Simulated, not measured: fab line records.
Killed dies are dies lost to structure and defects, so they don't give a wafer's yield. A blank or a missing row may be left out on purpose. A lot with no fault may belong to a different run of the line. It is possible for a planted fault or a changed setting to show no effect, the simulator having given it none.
fab line records + flow nandHarc + part 2 of 2: steps 34 to 43 of 43
record:
- lots: 5
- wafers: 15
- lastDay: 33
route steps=1302 shown P_GATE@193 P_CONTACT@217
lots that met no fault: taken from a fault-free run of the same line
startH: hours from the record's opening day to when the first of the lot's shown wafers began + waitH: hours from the lot's prior step to this one + " the same as in the row above + L1.1+2: a row that stands for several wafers + - either no value or no given start + * or withheld: withheld + < > ~ a bound
route shown NAME@n: NAME is a module with steps in the file, n the number in the route of the first one + usual: mean/standard deviation of fault-free wafers + same: alike in all rows + chamber/n: place in a boat + sites: each site's reading + _std_site: standard deviation of those values + _edge_site: inner sites' mean taken away from outer sites' mean + radiusMm: how far each site lies from the wafer's centre + mask NAME#n: copy n + behind: the most recent tool/chamber to have shaped the wafer + hold: why the lot went on hold/how many hours it stayed there/how the hold came to an end + device: the transistor (n, p or np) that didn't switch + end of line: tests of these same wafers at the route's end + step lacking rows: just its recipe + killed: dies lost to structure and defects at the first sort, not the wafer's yield + map: dies across one wafer; x = killed, . = not, _ = none there
set.NAME: setting as actually run; set.NAME@STEP: the setting as run at that earlier step + model.NAME: the simulator's own value behind a step, which no gauge read
lots seen at some steps along the route; tables by step, rows by wafer
services: a tool's chamber out of use, with start hour (startH, from the record's first day; less than 0 if before it), hours out, and reason
== steps ==
step: NHARC_P_CONTACT_SOFTBAKE_07
recipe:
- tempC: 105
- timeS: 55
| lot.wafer  | tool          | chamber | startH | waitH |
|------------|---------------|---------|--------|-------|
| L083.2+4+6 | lithoTrack-04 | 0       | -      | -     |
| L087.3+4+6 | lithoTrack-04 | 0       | -      | -     |
| L088.2+5+6 | lithoTrack-04 | 0       | -      | -     |
| L089.2+3+4 | lithoTrack-01 | 0       | -      | -     |
| L097.1+5+6 | lithoTrack-06 | 0       | -      | -     |
step: NHARC_P_CONTACT_EBR_08
| lot.wafer  | tool          | chamber | startH | waitH |
|------------|---------------|---------|--------|-------|
| L083.2+4+6 | lithoTrack-04 | 0       | -      | -     |
| L087.3+4+6 | lithoTrack-04 | 0       | -      | -     |
| L088.2+5+6 | lithoTrack-04 | 0       | -      | -     |
| L089.2+3+4 | lithoTrack-01 | 0       | -      | -     |
| L097.1+5+6 | lithoTrack-06 | 0       | -      | -     |
step: NHARC_P_CONTACT_EXPOSE_09
recipe:
- na: 1.35
- targetCdNm: 90
- doseMj: 81.26
- maskId: P_CA
| lot.wafer  | tool           | chamber | startH | waitH | mask   |
|------------|----------------|---------|--------|-------|--------|
| L083.2+4+6 | arfiScanner-03 | 0       | 202.32 | -     | P_CA#0 |
| L087.3+4+6 | arfiScanner-01 | 0       | 245.84 | -     | P_CA#0 |
| L088.2+5+6 | arfiScanner-03 | 0       | 260.13 | -     | P_CA#0 |
| L089.2+3+4 | arfiScanner-02 | 0       | 279.49 | -     | P_CA#0 |
| L097.1+5+6 | arfiScanner-01 | 0       | 344.35 | -     | P_CA#0 |
step: NHARC_P_CONTACT_PEB_10
recipe:
- pebTempC: 100
- pebTimeS: 65
| lot.wafer  | tool          | chamber | startH | waitH |
|------------|---------------|---------|--------|-------|
| L083.2+4+6 | lithoTrack-06 | 0       | 202.38 | 0.1   |
| L087.3+4+6 | lithoTrack-01 | 0       | 245.89 | 0.0   |
| L088.2+5+6 | lithoTrack-06 | 0       | 260.19 | 0.1   |
| L089.2+3+4 | lithoTrack-06 | 0       | 279.55 | 0.1   |
| L097.1+5+6 | lithoTrack-04 | 0       | 344.41 | 0.1   |
step: NHARC_P_CONTACT_DEVELOP_11
recipe:
- developTimeS: 35
- devTempC: 23
same:
- developTimeS: 35
| lot.wafer  | tool          | chamber | startH | waitH |
|------------|---------------|---------|--------|-------|
| L083.2+4+6 | lithoTrack-06 | 0       | -      | -     |
| L087.3+4+6 | lithoTrack-01 | 0       | -      | -     |
| L088.2+5+6 | lithoTrack-06 | 0       | -      | -     |
| L089.2+3+4 | lithoTrack-06 | 0       | -      | -     |
| L097.1+5+6 | lithoTrack-04 | 0       | -      | -     |
step: NHARC_P_CONTACT_CD_MEAS_12
recipe:
- targetCdNm: 90
- landingEnergyEv: 500
usual:
- cdNm: 89.6/0.81
| lot.wafer | tool     | chamber | startH | waitH | cdNm |
|-----------|----------|---------|--------|-------|------|
| L083.2    | cdSem-01 | 0       | 202.46 | -     | 89.1 |
| L083.4    | "        | 0       | "      | "     | 88.5 |
| L083.6    | "        | 0       | "      | "     | 89.8 |
| L087.3    | cdSem-01 | 0       | 245.98 | -     | 89.8 |
| L087.4    | "        | 0       | "      | "     | 89.8 |
| L087.6    | "        | 0       | "      | "     | 89.4 |
| L088.2    | cdSem-02 | 0       | 260.27 | -     | 90.5 |
| L088.5    | "        | 0       | "      | "     | 91.8 |
| L088.6    | "        | 0       | "      | "     | 90.2 |
| L089.2    | cdSem-03 | 0       | 279.63 | -     | 89.7 |
| L089.3    | "        | 0       | "      | "     | 90.4 |
| L089.4    | "        | 0       | "      | "     | 90.2 |
| L097.1    | cdSem-02 | 0       | 344.48 | -     | 91.1 |
| L097.5    | "        | 0       | "      | "     | 90.8 |
| L097.6    | "        | 0       | "      | "     | 89.7 |
step: NHARC_P_CONTACT_OVL_MEAS_13
usual:
- overlayXNm: -0.2/0.94
- overlayYNm: -0.1/0.94
| lot.wafer | tool       | chamber | startH | waitH | overlayXNm | overlayYNm |
|-----------|------------|---------|--------|-------|------------|------------|
| L083.2    | overlay-02 | -       | 202.54 | -     | 1.1        | -0.3       |
| L083.4    | "          | -       | "      | "     | 1.6        | 0.0        |
| L083.6    | "          | -       | "      | "     | 0.7        | 0.5        |
| L087.3    | overlay-01 | -       | 246.06 | -     | -0.4       | -0.6       |
| L087.4    | "          | -       | "      | "     | -1.2       | 0.6        |
| L087.6    | "          | -       | "      | "     | -0.2       | 0.0        |
| L088.2    | overlay-01 | -       | 260.35 | -     | -0.7       | -1.7       |
| L088.5    | "          | -       | "      | "     | -0.6       | -1.4       |
| L088.6    | "          | -       | "      | "     | -0.5       | -1.3       |
| L089.2    | overlay-01 | -       | 279.72 | -     | -0.9       | 1.6        |
| L089.3    | "          | -       | "      | "     | -1.3       | 1.5        |
| L089.4    | "          | -       | "      | "     | -1.0       | 1.1        |
| L097.1    | overlay-01 | -       | 344.58 | -     | -1.5       | -0.4       |
| L097.5    | "          | -       | "      | "     | -0.8       | 0.3        |
| L097.6    | "          | -       | "      | "     | -0.7       | -0.3       |
step: NHARC_P_CONTACT_INSPECT_14
usual:
- rawDefectCount: 3.8/2.5
| lot.wafer | tool             | chamber | startH | waitH | rawDefectCount |
|-----------|------------------|---------|--------|-------|----------------|
| L083.2    | defectInspect-01 | -       | 202.58 | 0.0   | 4              |
| L083.4    | "                | -       | "      | "     | 4              |
| L083.6    | "                | -       | "      | "     | 1              |
| L087.3    | defectInspect-01 | -       | 246.10 | 0.0   | 0              |
| L087.4    | "                | -       | "      | "     | 1              |
| L087.6    | "                | -       | "      | "     | 2              |
| L088.2    | defectInspect-01 | -       | 260.39 | 0.0   | 5              |
| L088.5    | "                | -       | "      | "     | 5              |
| L088.6    | "                | -       | "      | "     | 2              |
| L089.2    | defectInspect-01 | -       | 279.76 | 0.0   | 6              |
| L089.3    | "                | -       | "      | "     | 4              |
| L089.4    | "                | -       | "      | "     | 8              |
| L097.1    | defectInspect-01 | -       | 344.61 | 0.0   | 3              |
| L097.5    | "                | -       | "      | "     | 2              |
| L097.6    | "                | -       | "      | "     | 4              |
step: NHARC_P_CONTACT_DESCUM_17
recipe:
- timeS: 3
- o2FlowSccm: 200
- arFlowSccm: 0
- biasPowerW: 0
- chemistry: O2
usual:
- drypumpMotorCurrentA: 5.6/0.44
- oesProductAu: 1.004/0.012
- rfVppV: 57.8/0.89
- showerheadPlenumPTorr: 1.93/0.075
- throttleValvePct: 11.311/0.0097
| lot.wafer | tool       | chamber | startH | waitH | drypumpMotorCurrentA | oesProductAu | rfHoursCounterH | rfVppV | showerheadPlenumPTorr | throttleValvePct |
|-----------|------------|---------|--------|-------|----------------------|--------------|-----------------|--------|-----------------------|------------------|
| L083.4    | rieDiel-04 | 1       | 202.65 | 0.1   | 5.9                  | 0.988        | 1.0             | 59.6   | 2.04                  | 11.296           |
| L083.2    | "          | 2       | "      | "     | 5.4                  | 0.989        | 1.2             | 57.1   | 2.05                  | 11.335           |
| L083.6    | "          | 0       | "      | "     | 4.9                  | 1.012        | -               | 56.5   | 1.88                  | 11.305           |
| L087.4    | rieDiel-01 | 3       | 246.17 | 0.1   | 6.2                  | 1.004        | 0.5             | 58.1   | 1.94                  | 11.303           |
| L087.3    | "          | 1       | "      | "     | 5.1                  | 1.004        | 0.4             | 56.7   | 1.87                  | 11.314           |
| L087.6    | "          | 2       | "      | "     | 6.1                  | 0.996        | -               | 59.3   | 1.90                  | 11.317           |
| L088.2    | rieDiel-06 | 2       | 260.48 | 0.1   | 6.2                  | 1.006        | 3.4             | 59.1   | 1.91                  | 11.305           |
| L088.6    | "          | 3       | "      | "     | 5.0                  | 1.010        | -               | 58.0   | 1.83                  | 11.309           |
| L088.5    | "          | 0       | "      | "     | 5.9                  | 1.000        | -               | 58.1   | 1.87                  | 11.302           |
| L089.4    | rieDiel-04 | 0       | 279.82 | 0.1   | 4.9                  | 1.020        | 3.2             | 59.1   | 1.88                  | 11.329           |
| L089.3    | "          | 2       | "      | "     | 5.4                  | 0.993        | 3.2             | 58.4   | 2.05                  | 11.313           |
| L089.2    | "          | 3       | "      | "     | 5.5                  | 0.995        | 3.1             | 56.8   | 1.88                  | 11.314           |
| L097.1    | rieDiel-06 | 3       | 344.70 | 0.1   | 5.0                  | 1.007        | 0.6             | 56.4   | 1.83                  | 11.308           |
| L097.5    | "          | 0       | "      | "     | 5.8                  | 1.007        | -               | 56.2   | 1.87                  | 11.318           |
| L097.6    | "          | 1       | "      | "     | 5.8                  | 0.994        | -               | 57.7   | 1.96                  | 11.320           |
step: NHARC_P_CONTACT_ETCH_35
recipe:
- targetDepthA: 390
- overEtchFrac: 0.3
- timeS: 65
- ionEnergyEv: 80
- cf4FlowSccm: 150
- arFlowSccm: 0
- rfW: 300
- biasW: 100
- chemistry: CF4
usual:
- drypumpMotorCurrentA: 5.6/0.44
- oesProductAu: 1.005/0.012
- rfFwdPowerW: 297.7/0.96
- rfVppV: 151.4/1.1
- showerheadPlenumPTorr: 1.78/0.064
- throttleValvePct: 13.284/0.0095
| lot.wafer | tool       | chamber | startH | waitH | drypumpMotorCurrentA | oesProductAu | rfFwdPowerW | rfHoursCounterH | rfVppV | showerheadPlenumPTorr | throttleValvePct |
|-----------|------------|---------|--------|-------|----------------------|--------------|-------------|-----------------|--------|-----------------------|------------------|
| L083.4    | rieDiel-04 | 0       | 202.73 | 0.1   | 4.9                  | 1.018        | 297.0       | 1.0             | 152.2  | 1.74                  | 13.293           |
| L083.2    | "          | 1       | "      | "     | 5.9                  | 0.995        | 297.1       | 1.0             | 152.8  | 1.88                  | 13.277           |
| L083.6    | "          | 0       | "      | "     | 4.9                  | 1.026        | 296.6       | -               | 151.5  | 1.74                  | 13.292           |
| L087.4    | rieDiel-01 | 0       | 246.24 | 0.1   | 5.6                  | 1.015        | 297.0       | 0.5             | 150.6  | 1.88                  | 13.268           |
| L087.3    | "          | 1       | "      | "     | 5.1                  | 1.003        | 296.3       | 0.4             | 151.0  | 1.73                  | 13.292           |
| L087.6    | "          | 1       | "      | "     | 5.1                  | 1.003        | 296.6       | -               | 151.6  | 1.73                  | 13.293           |
| L088.2    | rieDiel-06 | 3       | 260.54 | 0.1   | 5.0                  | 1.015        | 297.6       | 3.1             | 150.2  | 1.70                  | 13.284           |
| L088.6    | "          | 3       | "      | "     | 5.0                  | 1.004        | 297.5       | -               | 151.6  | 1.70                  | 13.295           |
| L088.5    | "          | 0       | "      | "     | 5.9                  | 1.000        | 297.0       | -               | 150.1  | 1.73                  | 13.296           |
| L089.4    | rieDiel-04 | 3       | 279.90 | 0.1   | 5.4                  | 0.993        | 295.3       | 3.1             | 151.0  | 1.74                  | 13.265           |
| L089.3    | "          | 0       | "      | "     | 4.9                  | 1.020        | 297.2       | 3.2             | 151.2  | 1.74                  | 13.288           |
| L089.2    | "          | 1       | "      | "     | 5.9                  | 0.989        | 295.9       | 3.3             | 152.6  | 1.88                  | 13.284           |
| L097.1    | rieDiel-06 | 3       | 344.78 | 0.1   | 5.0                  | 1.007        | 296.1       | 0.6             | 150.4  | 1.70                  | 13.275           |
| L097.5    | "          | 1       | "      | "     | 5.9                  | 1.000        | 298.9       | -               | 151.5  | 1.81                  | 13.277           |
| L097.6    | "          | 0       | "      | "     | 5.8                  | 1.004        | 297.7       | -               | 150.6  | 1.73                  | 13.278           |
== services ==
| tool           | chamber | startH | hours | kind   |
|----------------|---------|--------|-------|--------|
| rieDiel-04     | -       | 177.90 | 9.0   | pm     |
| lithoTrack-06  | -       | 179.00 | 7.0   | pm     |
| implanter-02   | -       | 186.56 | 1.8   | repair |
| plasmaAsher-02 | -       | 195.35 | 3.1   | repair |
| lithoTrack-04  | -       | 203.00 | 7.0   | pm     |
| wetBench-03    | -       | 210.42 | 8.0   | pm     |
| pecvd-01       | 2       | 210.51 | 18.0  | repair |
| pecvd-02       | 0       | 220.34 | 3.9   | repair |
| pvdSputter-01  | -       | 226.00 | 10.0  | pm     |
| lithoTrack-02  | -       | 227.00 | 7.0   | pm     |
| pecvd-02       | -       | 227.26 | 13.0  | pm     |
| wetBench-02    | -       | 244.03 | 8.0   | pm     |
| plasmaAsher-02 | -       | 249.00 | 9.0   | pm     |
| pecvd-02       | 1       | 249.73 | 14.4  | repair |
| lithoTrack-07  | -       | 251.00 | 7.0   | pm     |
| rieDiel-04     | 1       | 251.05 | 5.3   | repair |
| pvdSputter-02  | -       | 259.39 | 2.7   | repair |
| lithoTrack-03  | -       | 275.00 | 7.0   | pm     |
| rieDiel-04     | -       | 278.39 | 0.8   | repair |
| pecvd-02       | 0       | 280.37 | 8.9   | repair |
| plasmaAsher-01 | -       | 307.26 | 4.2   | repair |
| wetBench-03    | -       | 325.31 | 6.6   | repair |
| lithoTrack-01  | -       | 330.00 | 7.0   | pm     |
| plasmaAsher-01 | -       | 342.30 | 9.0   | pm     |
